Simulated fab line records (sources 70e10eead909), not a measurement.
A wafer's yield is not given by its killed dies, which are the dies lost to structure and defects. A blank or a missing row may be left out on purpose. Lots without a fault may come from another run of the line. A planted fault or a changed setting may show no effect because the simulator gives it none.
Matching of chambers -- flow nand-harc -- rie-diel-02 running NHARC_A_STAIRCASE_STRIP_476: 4 sister chambers
The step strips in O2, time 20 s. 4 wafers are shown with their chamber, then 9 later ones without.

== WAFERS, EACH WITH ITS CHAMBER ==
wafer,chamber,showerhead-plenum-p-Torr (Torr)
L083.1,1,3.57
L083.5,2,3.36
L088.4,3,3.59
L088.5,0,3.45

== WAFERS WHOSE CHAMBER IS MISSING ==
wafer,showerhead-plenum-p-Torr (Torr)
L085.1,3.45
L085.3,3.36
L085.5,3.59
L093.3,3.58
L093.4,3.56
L093.6,3.35
L092.1,3.44
L092.2,3.58
L092.6,3.44

== WHICH CHAMBER EACH ONE RAN IN ==
wafer,from the rows above,in truth
L085.1,0,0
L085.3,2,2
L085.5,3,3
L093.3,can't be placed: 3 or 1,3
L093.4,1,1
L093.6,2,2
L092.1,0,0
L092.2,can't be placed: 3 or 1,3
L092.6,0,0
Correct placement for 7 of the 9. These rows do not allow placing 2 (true chamber among the candidates in 2). Number placed wrongly: 0.
How it was worked out, from the rows above alone: a wafer's distance from a chamber is the root of the sum, over the readings, of the square of ((its reading less the chamber's mean) divided by the reading's scatter). The wafer belongs to the nearest chamber; if the next one is less than 2 further off, it can't be placed. For every chamber, the mean is computed from those of its wafers that are shown. The scatter (one wafer shown for each chamber): square how far every hidden wafer sits from the nearest shown wafer, average those squares and take the square root.
